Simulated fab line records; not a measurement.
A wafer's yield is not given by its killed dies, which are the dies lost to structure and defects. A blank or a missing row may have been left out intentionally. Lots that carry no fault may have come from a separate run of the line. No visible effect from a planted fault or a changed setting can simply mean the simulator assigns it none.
Lot-split experiment	flow n5 finfet	route with 1938 steps; 7 lots, 21 wafers read

## THE SPLIT ITSELF
At N5_BEOL_M5_EXPOSE_08 (exposes mask M5, target cd 28 nm), the setting dose mj was moved away from the recipe's 35.75 on 5 of the 21 wafers read, by -6.1% to +5.6%. The other wafers ran this setting at the recipe's value.

## FROM THE SPLIT TO THE READING: what the file shows between them, 22 steps
- N5_BEOL_M5_PEB_09: peb time 60 s
- N5_BEOL_M5_DEVELOP_10: develop time 30 s
- N5_BEOL_M5_CD_MEAS_11: target cd 27.74 nm
- N5_BEOL_M5_DESCUM_16: chemistry O2, time 7 s
- N5_BEOL_M5_ETCH_72: etches underlayer in N2/H2, target depth 6.5 nm, time 5.2 s
- N5_BEOL_M5_ETCH_61: etches SiARC in CF4, target depth 15.6 nm, time 26 s
- N5_BEOL_M5_ETCH_62: etches SOC in N2/H2, target depth 75 nm, overetch 15 nm, time 112.5 s
- N5_BEOL_M5_STRIP_63: strips in N2/H2
- N5_BEOL_M5_STRIP_73: strips in N2/H2
- N5_BEOL_M5_STRIP_64: strips in CF4
- N5_BEOL_M5_HM_OPEN_17: chemistry Cl2/BCl3, target TiN, target depth 20 nm, overetch 6 nm
- N5_BEOL_M5_STRIP_19: strips in O2
- N5_BEOL_M5_CD_MEAS_18: pitch 56 nm, target cd 28 nm
- N5_BEOL_M5_COAT_65: time 60 s, resist thk 60 nm
- N5_BEOL_M5_COAT_66: time 60 s, resist thk 12 nm
- N5_BEOL_M5_STRIP_85: strips in C4F6/O2
- N5_BEOL_M5_STRIP_36: strips in N2/H2
- N5_BEOL_M5_TRENCH_ETCH_37: etches SiCOH lowk in C4F6/O2, target depth 71.652 nm, time 24.7 s
- N5_BEOL_M5_ETCH_41: etches SiCN in CH3F/O2, target depth 31.5 nm, time 56.7 s
- N5_BEOL_M5_STRIP_91: strips in N2/H2, time 10 s
- N5_BEOL_M5_PRECLEAN_42: cleans in residue remover, time 60 s
- N5_BEOL_M5_SRD_43: time 30 s

## THE READING
cd nm, in nm, at N5_BEOL_M5_CD_MEAS_35 (target cd 28 nm, target cd y 24 nm). On this fab line, fault-free wafers typically give 27.9 nm with a standard deviation of 0.38 nm.

wafer	tool, chamber at the split	dose mj as run	against the recipe	cd nm, nm	against lot-mates on the recipe
L074.2	euv scanner-01, 0	35.75	recipe	28.4	-
L074.5	euv scanner-01, 0	35.75	recipe	28.1	-
L074.6	euv scanner-01, 0	35.75	recipe	28.0	-
L076.2	euv scanner-02, 0	37.61	+5.2%	29.3	+1.3
L076.3	euv scanner-02, 0	35.75	recipe	27.7	-
L076.5	euv scanner-02, 0	35.75	recipe	28.3	-
L078.1	euv scanner-02, 0	33.57	-6.1%	25.8	-2.5
L078.2	euv scanner-02, 0	35.75	recipe	28.3	-
L078.6	euv scanner-02, 0	33.57	-6.1%	26.0	-2.3
L085.4	euv scanner-02, 0	35.75	recipe	28.2	-
L085.5	euv scanner-02, 0	35.75	recipe	27.9	-
L085.6	euv scanner-02, 0	35.75	recipe	27.8	-
L089.3	euv scanner-01, 0	35.75	recipe	27.6	-
L089.4	euv scanner-01, 0	33.56	-6.1%	25.8	-1.8
L089.5	euv scanner-01, 0	35.75	recipe	27.6	-
L092.3	euv scanner-02, 0	35.75	recipe	27.7	-
L092.4	euv scanner-02, 0	35.75	recipe	28.3	-
L092.6	euv scanner-02, 0	35.75	recipe	28.3	-
L094.1	euv scanner-02, 0	37.75	+5.6%	29.3	+0.9
L094.2	euv scanner-02, 0	35.75	recipe	28.5	-
L094.6	euv scanner-02, 0	35.75	recipe	28.3	-

FIT RESULTS
A straight line over all 21 wafers: cd nm changes by +0.311 nm for each +1% of dose mj; r = +0.95; the points scatter about the line by 0.32 nm.
The same after taking each lot's own level away (the mean of its wafers on the recipe; 21 wafers): +0.301 nm for each +1%; r = +0.95; scatter 0.3 nm.
The reading moves by 1.8 nm for the largest change in dose mj, on that fit.
The span of the lots' own levels, 27.60 to 28.40 nm, comes to 2.1 times the standard deviation stated above.
The two slopes are in agreement: the lot-to-lot level therefore moves the slope only a little.
Check: -2 nm against its lot-mates is what the line predicts for one of the wafers moved furthest among these (-6.1%) when that wafer is left out of the fit. Against them it came out at -1.8 nm.

## THE WHOLE CHAIN: every reading that the file lists as answering this split, in the file's order
step	what it does	reading	change (the file's fit)	r (the file's)
N5_BEOL_M5_CD_MEAS_11	target cd 27.74 nm	cd nm	+0.275 nm for each +1% of the setting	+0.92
N5_BEOL_M5_DESCUM_16	chemistry O2, time 7 s	BEOL_M5.cd nm (the simulator's own value, which no gauge read)	+0.24 nm for each +1% of the setting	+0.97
N5_BEOL_M5_ETCH_61	etches SiARC in CF4, target depth 15.6 nm, time 26 s	BEOL_M5.cd nm (the simulator's own value, which no gauge read)	+0.271 nm for each +1% of the setting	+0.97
N5_BEOL_M5_ETCH_62	etches SOC in N2/H2, target depth 75 nm, overetch 15 nm, time 112.5 s	BEOL_M5.cd nm (the simulator's own value, which no gauge read)	+0.248 nm for each +1% of the setting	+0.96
N5_BEOL_M5_HM_OPEN_17	chemistry Cl2/BCl3, target TiN, target depth 20 nm, overetch 6 nm	BEOL_M5.cd nm (the simulator's own value, which no gauge read)	+0.231 nm for each +1% of the setting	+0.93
N5_BEOL_M5_CD_MEAS_18	pitch 56 nm, target cd 28 nm	cd nm	+0.246 nm for each +1% of the setting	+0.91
N5_BEOL_M5_TRENCH_ETCH_37	etches SiCOH lowk in C4F6/O2, target depth 71.652 nm, time 24.7 s	BEOL_M5.cd nm (the simulator's own value, which no gauge read)	+0.257 nm for each +1% of the setting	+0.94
N5_BEOL_M5_CD_MEAS_35	target cd 28 nm, target cd y 24 nm	cd nm	+0.283 nm for each +1% of the setting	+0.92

## THE FILE'S OWN FIT
cd nm changes by +0.283 nm for each +1% of dose mj, r = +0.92.
